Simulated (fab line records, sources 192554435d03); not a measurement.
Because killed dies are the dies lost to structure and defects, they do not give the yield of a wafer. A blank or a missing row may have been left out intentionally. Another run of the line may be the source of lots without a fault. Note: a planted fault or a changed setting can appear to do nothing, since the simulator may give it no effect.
Split-lot trial    flow n5 finfet    39 wafers read from 7 lots, route of 1938 steps

ABOUT THE SPLIT
At N5_PASSIVATION_ETCH_54 (etches SiO2 in CHF3/O2, target depth 880 nm, time 440 s), the setting time s was moved away from the recipe's 440 s on 15 of the 39 wafers read, by -28.7% to +58.1%. For the rest of the wafers, this setting stayed at what the recipe calls for.

Reading taken at the split's own step.

THE READING
etch.depth nm (the simulator's own value, which no gauge read), in nm, at N5_PASSIVATION_ETCH_54 (etches SiO2 in CHF3/O2, target depth 880 nm, time 440 s). There is no usual value for it anywhere in the file. Average 877.4 nm, standard deviation 17 nm, over the 24 wafers here run with the recipe.

wafer   tool, chamber at the split  time s as run, s  against the recipe  etch.depth nm, nm  against lot-mates on the recipe
L077.1  rie diel-04, 3              440               recipe              845.3              -
L077.2  rie diel-04, 0              440               recipe              891.9              -
L077.3  rie diel-04, 2              440               recipe              873.8              -
L077.4  rie diel-04, 1              440               recipe              866.6              -
L077.5  rie diel-04, 2              440               recipe              866.1              -
L077.6  rie diel-04, 1              440               recipe              868.4              -
L076.3  rie diel-05, 3              440               recipe              894                -
L076.4  rie diel-05, 2              440               recipe              904.7              -
L076.5  rie diel-05, 0              440               recipe              893.5              -
L082.1  rie diel-05, 1              313.7             -28.7%              595.1              -288.0
L082.2  rie diel-05, 3              440               recipe              885.4              -
L082.3  rie diel-05, 0              440               recipe              881.4              -
L082.4  rie diel-05, 0              440               recipe              882.4              -
L082.5  rie diel-05, 1              313.7             -28.7%              593                -290.1
L082.6  rie diel-05, 3              313.7             -28.7%              627.2              -255.9
L083.1  rie diel-01, 0              556.5             +26.5%              1113               +260.2
L083.2  rie diel-01, 1              440               recipe              857.8              -
L083.3  rie diel-01, 3              556.5             +26.5%              1111               +258.2
L083.4  rie diel-01, 2              440               recipe              849.2              -
L083.5  rie diel-01, 2              440               recipe              851.4              -
L083.6  rie diel-01, 3              556.5             +26.5%              1109               +256.2
L088.1  rie diel-01, 2              551               +25.2%              1063               +185.6
L088.2  rie diel-01, 1              440               recipe              892.3              -
L088.3  rie diel-01, 3              551               +25.2%              1105               +227.6
L088.4  rie diel-01, 0              551               +25.2%              1104               +226.6
L088.5  rie diel-01, 2              440               recipe              852.6              -
L088.6  rie diel-01, 1              440               recipe              887.2              -
L095.1  rie diel-05, 2              440               recipe              883.6              -
L095.2  rie diel-05, 3              440               recipe              902.8              -
L095.3  rie diel-05, 1              664.1             +50.9%              1248               +352.7
L095.4  rie diel-05, 0,2            664.1             +50.9%              1328               +432.7
L095.6  rie diel-05, 0,2            664.1             +50.9%              1328               +432.7
L095.5  rie diel-05, 3              440               recipe              899.5              -
L097.1  rie diel-05, 1              695.6             +58.1%              1304               +428.5
L097.2  rie diel-05, 2              440               recipe              873                -
L097.3  rie diel-05, 0              440               recipe              878                -
L097.4  rie diel-05, 3              695.6             +58.1%              1412               +536.5
L097.5  rie diel-05, 3              695.6             +58.1%              1425               +549.5
L097.6  rie diel-05, 2              440               recipe              875.6              -
Where a row lists several chambers, the file gives one row for several wafers and doesn't say which wafer went through which chamber.

THE FIT
A straight line over all 39 wafers: etch.depth nm changes by +8.69 nm for each +1% of time s; r = +0.99; the points scatter about the line by 26 nm.
The same after taking each lot's own level away (the mean of its wafers on the recipe; 39 wafers): +8.69 nm for each +1%; r = +0.99; scatter 26 nm.
The reading moves by 5e+02 nm for the largest change in time s, on that fit.
The span of the lots' own levels, 852.80 to 897.40 nm, comes to 2.6 times the standard deviation stated above.
So the lot-to-lot level changes the slope little: the two slopes agree.
Check: for one of the wafers moved furthest among these (+58.1%), held out of the fit, the line's prediction against its lot-mates is +513 nm. Against them it came out at +428 nm.

FURTHER SPLITS ON THESE WAFERS
These wafers also went through other splits before the reading. Each is held against what the fit with the lots' levels taken away leaves over:
other split on the same wafers  wafers away from the commonest value  r with etch.depth nm (lot level and that fit taken away)
N5_BEOL_M12_ILD_DEP_00 time s   6                                     -0.24
N5_MIM_BOT_SPUTTER_00 time s    15                                    -0.09

THE WHOLE CHAIN: every reading that the file lists as answering this split, in the file's order
step                    what it does                                             reading                                                                        change (the file's fit)               r (the file's)
N5_PASSIVATION_ETCH_54  etches SiO2 in CHF3/O2, target depth 880 nm, time 440 s  PASSIVATION.feature depth nm (the simulator's own value, which no gauge read)  +8.63 nm for each +1% of the setting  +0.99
N5_PASSIVATION_ETCH_54  etches SiO2 in CHF3/O2, target depth 880 nm, time 440 s  etch.depth nm (the simulator's own value, which no gauge read)                 +8.63 nm for each +1% of the setting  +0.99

THE FILE'S OWN FIT
etch.depth nm changes by +8.63 nm for each +1% of time s, r = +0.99.
